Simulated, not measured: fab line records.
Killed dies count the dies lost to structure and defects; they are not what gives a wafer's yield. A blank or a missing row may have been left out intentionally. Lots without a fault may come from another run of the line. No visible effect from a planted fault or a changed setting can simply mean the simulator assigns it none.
Comparing a struck lot with a sound one || flow n5 finfet || 41 steps out of a route of 1938
Sound: these wafers, L856.2, L856.3, L856.4. Wafers struck: L869.1, L869.5, L869.6. The cause is named last.
Per side, at each step with rows, come the tool, then ch with its chambers, and then its first start. Under that, the readings that differ: sound wafers || struck wafers || difference of the means || sigmas: that difference in standard deviations of wafers without a fault.
alike: a reading whose means differ by less than 2 such deviations, as well as words and numbers matching on both sides. not compared: withheld readings; readings where some wafer has no value; bounds like >300 that might hide an equal value; numbers whose values overlap and for which the record gives no deviation.
Wherever a step has rows on one side only, a row that says differs or no value, or a row with sigmas, the two part there. Numbers that have no deviation but don't overlap get no sigmas and don't part them. Lack of a reading on every wafer of one side parts them only where that side has two or more wafers.

first, 9 steps without rows for these wafers: N5_BEOL_M4_ANNEAL_95 (time 240 s); N5_BEOL_M4_SPUTTER_96 (material Cu, target thk 4.5 nm, time 8.29 s); N5_BEOL_M4_ECD_50 (material Cu, target thk 300 nm); N5_BEOL_M4_ANNEAL_51 (time 90 s); N5_BEOL_M4_CMP_52 (polishes, stops on SiOC, t overpolish 6.8 s, target thk 40 nm); N5_BEOL_M4_PRE_CLEAN_60 (time 15 s); N5_BEOL_M4_CO_CAP_55 (material Co, precursor CCTBA/H2, target thk 2 nm, time 102.1 s); N5_BEOL_M4_PRE_CLEAN_56 (time 15 s); N5_BEOL_M4_DEP_57 (deposits SiCN from 3MS/NH3, target thk 8 nm, time 14 s).
N5_BEOL_M4_RC_MEAS_101:
  sound on prober-01 ch 0, day 10 05:29; struck on prober-02 ch 0, day 12 07:05
{"reading": "ION_P (uA/um)", "sound": "469 477 476", "struck": "456 456 459", "difference": -17, "sigmas": -2}
{"reading": "VT_P (mV)", "sound": "-244 -244 -243", "struck": "-252 -250 -251", "difference": -7, "sigmas": -2}
  alike: DIBL_N, DIBL_P, IOFF_N, IOFF_P, ION_N, SS_N, SS_P, VT_N
then, 24 steps without rows for these wafers: N5_BEOL_M5_ILD_DEP_00 (deposits SiCOH lowk from DEMS/porogen, target thk 140.64 nm, time 25.9 s); N5_BEOL_M5_CURE_79 (cures SiCOH lowk, time 240 s); N5_BEOL_M5_PECVD_70 (deposits SiO2 from TEOS/O2, target thk 16 nm, time 18 s); N5_BEOL_M5_HM_DEP_02 (deposits TiN, target thk 20 nm); N5_BEOL_M5_COAT_59 (time 60 s, resist thk 60 nm); N5_BEOL_M5_COAT_60 (time 60 s, resist thk 12 nm); N5_BEOL_M5_COAT_71 (time 60 s, resist thk 5 nm); N5_BEOL_M5_COAT_05 (resist thk 30 nm); N5_BEOL_M5_EBR_07; N5_BEOL_M5_SOFTBAKE_06 (time 60 s); N5_BEOL_M5_EXPOSE_08 (exposes mask M5, target cd 28 nm); N5_BEOL_M5_PEB_09 (peb time 60 s); N5_BEOL_M5_DEVELOP_10 (develop time 30 s); N5_BEOL_M5_DESCUM_16 (chemistry O2, time 7 s); N5_BEOL_M5_ETCH_72 (etches underlayer in N2/H2, target depth 6.5 nm, time 5.2 s); N5_BEOL_M5_ETCH_61 (etches SiARC in CF4, target depth 15.6 nm, time 26 s); N5_BEOL_M5_ETCH_62 (etches SOC in N2/H2, target depth 75 nm, overetch 15 nm, time 112.5 s); N5_BEOL_M5_STRIP_63 (strips in N2/H2); N5_BEOL_M5_STRIP_73 (strips in N2/H2); N5_BEOL_M5_STRIP_64 (strips in CF4); N5_BEOL_M5_HM_OPEN_17 (chemistry Cl2/BCl3, target TiN, target depth 20 nm, overetch 6 nm); N5_BEOL_M5_STRIP_19 (strips in O2); N5_BEOL_M5_COAT_65 (time 60 s, resist thk 60 nm); N5_BEOL_M5_COAT_66 (time 60 s, resist thk 12 nm).
N5_BEOL_M6_EXPOSE_08: exposes mask M6.
  sound on arfi scanner-03 ch 0, day 10 21:04; struck on arfi scanner-03 ch 0, day 12 21:38
{"reading": "exposure dose mJ cm2", "sound": "68.2 68.2 68.2", "struck": "77.9 77.9 78.0", "difference": "+9.7", "sigmas": "+16"}
  alike: mask
N5_BEOL_M6_CD_MEAS_11 targets a cd of 38.5 nm.
  sound on cd sem-03 ch 0, day 10 21:11; struck on cd sem-02 ch 0, day 12 21:46
{"reading": "cd nm (nm)", "sound": "37.7 37.4 37.9", "struck": "45.2 44.7 45.3", "difference": "+7.4", "sigmas": "+16"}
N5_BEOL_M6_ETCH_61: etches SiARC in CF4, target depth 45.5 nm, time 75.8 s.
  sound on rie diel-03 ch 0,2,3, day 10 21:19; struck on rie diel-02 ch 1,2,3, day 12 22:03
{"reading": "model.BEOL_M6.cd offset nm (nm)", "sound": "-1 -1.2 -0.6", "struck": "6.4 6.6 6.4", "difference": "+7.4", "sigmas": ""}
  alike: drypump motor current A, etch rf on time s, oes product au, rf fwd power W, rf vpp V, showerhead plenum p Torr, throttle valve pct
  not compared: rf hours counter h
N5_BEOL_M6_HM_OPEN_17: chemistry Cl2/BCl3, target TiN, target depth 20 nm, overetch 6 nm.
  sound on rie metal-03 ch 0,1, day 10 21:41; struck on rie metal-03 ch 0,1, day 12 22:17
{"reading": "model.BEOL_M6.cd offset nm (nm)", "sound": "-1.2 -1.2 -0.6", "struck": "6.6 6.6 6.6", "difference": "+7.6", "sigmas": ""}
  alike: drypump motor current A, oes product au, rf fwd power W, throttle valve pct
  not compared: rf hours counter h
N5_BEOL_M6_CD_MEAS_18: pitch 80 nm, target cd 40 nm.
  struck on cd sem-03, day 12 22:28; sound on cd sem-02, day 10 21:52
{"reading": "cd nm (nm)", "sound": "38.8 38.6 39.2", "struck": "46.1 46.8 47.0", "difference": "+7.8", "sigmas": "+16"}
-- here the record skips 3 days between the struck wafers' starts before and after, leaving off in module BEOL_M6 and picking up in module BEOL_M15 (first step shown: number 1830 of the route) --
N5_BEOL_M15_RC_MEAS_101:
  sound on prober-01 ch 0, day 13 23:46; struck on prober-01 ch 0, day 15 21:59
{"reading": "SERP_M6 (ohm/um)", "sound": "15.5 14.9 14.1", "struck": "10.2 10.2 10.4", "difference": -4.6, "sigmas": -10}
{"reading": "SERP_M6_max_site (ohm/um)", "sound": "15.9 15.5 15.0", "struck": "11.6 10.8 11.3", "difference": -4.2, "sigmas": -9}
  alike: COMB_M10, COMB_M11, COMB_M12, COMB_M13, COMB_M14, COMB_M15, COMB_M5, COMB_M7, COMB_M8, COMB_M8_max_site, COMB_M9, COMB_M9_max_site, SERP_M10, SERP_M11, SERP_M12, SERP_M12_max_site, SERP_M13, SERP_M14, SERP_M5, SERP_M7, SERP_M8, SERP_M9
N5_PASSIVATION_PROBE_49:
  record: rows for the struck wafers here (prober-02, day 16 14:43), none for the sound ones

WHERE THEY PART
Earliest at N5_BEOL_M4_RC_MEAS_101; latest, in this record, at N5_PASSIVATION_PROBE_49.

WHY: whatever the simulator had introduced
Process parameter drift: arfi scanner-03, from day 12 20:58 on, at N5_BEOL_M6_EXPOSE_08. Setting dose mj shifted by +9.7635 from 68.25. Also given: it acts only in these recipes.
